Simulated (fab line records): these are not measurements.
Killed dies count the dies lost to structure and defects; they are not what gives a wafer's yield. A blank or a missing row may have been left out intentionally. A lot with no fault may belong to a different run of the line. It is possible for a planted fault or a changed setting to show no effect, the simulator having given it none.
A lot that was struck, set against a sound lot + flow n5_finfet + 16 steps out of a route of 1938
Sound: these wafers, L573.1, L573.2, L573.6. Struck: wafer L570.3 (left out: L570.6, a lot-mate that was not struck); the cause follows at the end.
At each step with rows: each side's tool, then ch and its chambers, then its first start. Under that, the readings that differ: sound wafers + struck wafers + difference of the means + sigmas: that difference in standard deviations of wafers without a fault.
alike: a reading whose means differ by less than 2 such deviations, as well as words and numbers matching on both sides. not compared: withheld readings; readings where some wafer has no value; bounds like >300 that might hide an equal value; numbers whose values overlap and for which the record gives no deviation.
A row with sigmas, a row that says differs or no value, or rows on one side alone: a step with any of these is where the two part. Non-overlapping numbers with no deviation appear without sigmas and do not part them. A reading missing from all wafers of one side parts the sides only when that side holds two or more wafers.

N5_HKMG_FIN_INSPECT_61: inspects for defects (macro).
  sound: defect_inspect-02 at day 6 22:05; struck: defect_inspect-01 at day 6 00:25
  alike: raw_defect_count
N5_HKMG_FIN_DESCUM_53: chemistry O2, time 7.9 s.
  sound on rie_diel-05 ch 1,2, day 6 22:07; struck on rie_diel-06 ch 0, day 6 00:40
  alike: drypump_motor_current_A, oes_product_au, rf_vpp_V, showerhead_plenum_p_Torr, throttle_valve_pct
  not compared: rf_hours_counter_h
N5_HKMG_FIN_ETCH_54: etches SiARC in CF4, target depth 45.5 nm, time 75.8 s.
  sound on rie_diel-05 ch 1,2, day 6 22:10; struck on rie_diel-06 ch 0, day 6 00:42
  alike: drypump_motor_current_A, etch_rf_on_time_s, oes_product_au, rf_vpp_V, showerhead_plenum_p_Torr, throttle_valve_pct
  not compared: rf_hours_counter_h
N5_HKMG_FIN_ETCH_55: etches SOC in N2/H2, target depth 240 nm, time 300 s.
  sound on rie_diel-05 ch 1,2, day 6 22:13; struck on rie_diel-06 ch 0, day 6 00:45
| reading                         | sound          | struck | difference | sigmas |
|---------------------------------|----------------|--------|------------|--------|
| showerhead_plenum_p_Torr (Torr) | 2.48 2.72 2.72 | 2.43   | -0.21      | -2     |
  alike: drypump_motor_current_A, oes_product_au, rf_vpp_V, throttle_valve_pct
  not compared: rf_hours_counter_h
then, 2 steps without rows for these wafers: N5_HKMG_FIN_STRIP_56 (strips in N2/H2); N5_HKMG_FIN_STRIP_57 (strips in CF4).
N5_HKMG_FIN_ETCH_58: etches SOC in N2/H2, target depth 215.8 nm, time 741 s.
  sound on rie_diel-05 ch 1,2, day 6 22:26; struck on rie_diel-06 ch 0, day 6 00:58
| reading                         | sound          | struck | difference | sigmas |
|---------------------------------|----------------|--------|------------|--------|
| showerhead_plenum_p_Torr (Torr) | 2.48 2.72 2.72 | 2.43   | -0.21      | -2     |
  alike: drypump_motor_current_A, oes_product_au, rf_vpp_V, throttle_valve_pct
  not compared: rf_hours_counter_h
then, 2 steps without rows for these wafers: N5_HKMG_FIN_STRIP_93 (strips SOC in N2/H2, time 20 s); N5_HKMG_FIN_WET_ETCH_76 (etches Al2O3 in dNH4OH, stops on La2O3, target depth 2.25 nm, rinse time 30 s).
N5_HKMG_FIN_STRIP_60: strips in N2/H2, time 360 s.
  sound on plasma_asher-02 ch 0,1, day 6 23:00; struck on plasma_asher-02 ch 0, day 6 01:40
  alike: drypump_motor_current_A, heater_power_w
  not compared: rf_hours_counter_h
then, 2 steps without rows for these wafers: N5_HKMG_FIN_WET_ETCH_77 (etches La2O3 in dHCl, stops on HfO2, target depth 2 nm); N5_HKMG_FIN_WET_ETCH_78 (etches Al2O3 in dNH4OH, stops on La2O3, target depth 4.5 nm, rinse time 30 s).
N5_HKMG_FIN_ALD_79: deposits TiN, target thk 1.5 nm, pulse time 1 s, purge time 3 s.
  sound on ald_metal-04 ch 0,1, day 6 23:29; struck on ald_metal-01 ch 2, day 6 02:02
| reading                                  | sound         | struck | difference | sigmas |
|------------------------------------------|---------------|--------|------------|--------|
| ald_cycles                               | 68 68 68      | 89     | +21        |        |
| heater_power_w (W)                       | 1000 1056 985 | 787    | -227       | -2     |
| model.TiN_of_HKMG_FIN_ALD_79.thk_nm (nm) | 1.4 1.4 1.4   | 2      | +1         |        |
  alike: precursor_pulse_height_rel
  not compared: since_wet_clean_h
then, 1 step without rows for these wafers: N5_HKMG_FIN_CVD_62 (deposits a-Si from Si2H6, target thk 3 nm, time 20.8 s).
-- record jumps: 3 days separate the struck wafers' starts on either side; left off in module HKMG_FIN, taken up again in module BEOL_M4, whose first shown step is the route's number 1111 --
N5_BEOL_M4_RC_MEAS_101:
  sound on prober-01 ch 0, day 11 02:31; struck on prober-01 ch 0, day 9 11:25
| reading        | sound          | struck | difference | sigmas |
|----------------|----------------|--------|------------|--------|
| IOFF_N (nA/um) | 0.14 0.12 0.17 | 0.21   | +0.07      | +2     |
| VT_N (mV)      | 254 255 249    | 245    | -8         | -2     |
  alike: DIBL_N, DIBL_P, IOFF_P, ION_N, ION_P, SS_N, SS_P, VT_P
after that, 1 step had no rows for these wafers: N5_PASSIVATION_PROBE_49.

## WHERE THEY PART
Last at N5_BEOL_M4_RC_MEAS_101 as far as this record goes, first at N5_HKMG_FIN_ETCH_55.

WHY: the cause the simulator had injected
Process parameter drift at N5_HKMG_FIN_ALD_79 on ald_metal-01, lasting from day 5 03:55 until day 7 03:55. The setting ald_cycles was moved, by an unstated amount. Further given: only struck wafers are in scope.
